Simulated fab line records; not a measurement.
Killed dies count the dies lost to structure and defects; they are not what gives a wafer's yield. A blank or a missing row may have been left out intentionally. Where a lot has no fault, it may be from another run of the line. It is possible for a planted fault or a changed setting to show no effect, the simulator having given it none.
A lot that was struck, set against a sound lot / flow nandHarc / 14 out of 1302 route steps
Sound: the wafers L330.4, L330.5, L330.6. Struck: wafer L346.1. (L346.3, L346.4 of the same lot were not struck and are left out.) The cause comes at the end.
Per side, at each step with rows, come the tool, then ch with its chambers, and then its first start. Under that, the readings that differ: sound wafers / struck wafers / difference of the means / sigmas: that difference in standard deviations of wafers without a fault.
alike: a reading whose means differ by less than 2 such deviations, as well as words and numbers matching on both sides. not compared: withheld readings; readings where some wafer has no value; bounds like >300 that might hide an equal value; numbers whose values overlap and for which the record gives no deviation.
A row with sigmas, a row that says differs or no value, or rows on one side alone: a step with any of these is where the two part. Non-overlapping numbers with no deviation appear without sigmas and do not part them. A reading that every wafer of one side lacks parts them only if that side has two wafers or more.

first, 4 steps without rows for these wafers: NHARC_A_BONDPAD_EBR_05; NHARC_A_BONDPAD_EXPOSE_06 (exposes mask A BPAD); NHARC_A_BONDPAD_PEB_07 (peb time 80 s); NHARC_A_BONDPAD_DEVELOP_08 (time 50 s).
NHARC_A_BONDPAD_CD_MEAS_09: target cd 500 nm.
  sound on cdSem-03 ch 0, day 24 15:01; struck on cdSem-02 ch 0, day 30 15:08
  alike: cdNm
NHARC_A_BONDPAD_OVL_MEAS_35:
  sound: overlay-02 at day 24 15:05; struck: overlay-02 at day 30 15:13
  alike: overlayXNm, overlayYNm
then, 1 step without rows for these wafers: NHARC_A_BONDPAD_HARDBAKE_10 (time 65 s).
NHARC_A_BONDPAD_DESCUM_11: chemistry O2, time 3 s.
  sound on rieDiel-07 ch 2,3, day 24 15:13; struck on rieDiel-07 ch 1, day 30 15:21
  alike: drypumpMotorCurrentA, oesProductAu, rfVppV, showerheadPlenumPTorr, throttleValvePct
  not compared: rfHoursCounterH
NHARC_A_BONDPAD_ETCH_34: etches the open film in N2/H2, target depth 60 nm, overetch 18 nm, time 65.91 s.
  sound on rieDiel-07 ch 1,2, day 24 15:18; struck on rieDiel-07 ch 0, day 30 15:26
reading=oesProductAu (a.u.); sound=0.994 0.993 0.999; struck=1.011; difference=+0.016; sigmas=+2
  alike: drypumpMotorCurrentA, rfVppV, runLengthS, showerheadPlenumPTorr, throttleValvePct
  not compared: rfHoursCounterH
NHARC_A_BONDPAD_ETCH_12: etches the open film in CHF3/O2, target depth 220 nm, time 110 s.
  sound on rieDiel-07 ch 0,3; struck on rieDiel-07 ch 3
  alike: drypumpMotorCurrentA, oesProductAu, rfVppV, runLengthS, showerheadPlenumPTorr, throttleValvePct
  not compared: rfHoursCounterH
NHARC_A_BONDPAD_CD_MEAS_13:
  sound: cdSem-03 at day 24 15:32; struck: cdSem-02 at day 30 15:40
  alike: cdNm
NHARC_A_BONDPAD_STRIP_15: strips in O2.
  sound on rieDiel-07 ch 0,3, day 24 15:37; struck on rieDiel-07 ch 3, day 30 15:44
reading=oesProductAu (a.u.); sound=1.012 1.011 0.999; struck=0.987; difference=-0.020; sigmas=-3
  alike: drypumpMotorCurrentA, rfVppV, showerheadPlenumPTorr, throttleValvePct
  not compared: rfHoursCounterH
NHARC_A_BONDPAD_ETCH_24: etches the open film in CF4/N2, target depth 30 nm, time 72.99 s.
  sound on rieDiel-07 ch 0,1,3, day 24 15:47; struck on rieDiel-07 ch 0, day 30 15:53
reading=runLengthS (s); sound=94.6 93.6 94.4; struck=74.8; difference=-19.4; sigmas=-43
  alike: drypumpMotorCurrentA, oesProductAu, rfVppV, showerheadPlenumPTorr, throttleValvePct
  not compared: rfHoursCounterH
then, 1 step without rows for these wafers: NHARC_A_BONDPAD_STRIP_16 (strips in post etch residue remover, time 600 s).

## WHERE THEY PART
First at NHARC_A_BONDPAD_ETCH_34; last, within this record, at NHARC_A_BONDPAD_ETCH_24.

WHY: what the simulator had put in
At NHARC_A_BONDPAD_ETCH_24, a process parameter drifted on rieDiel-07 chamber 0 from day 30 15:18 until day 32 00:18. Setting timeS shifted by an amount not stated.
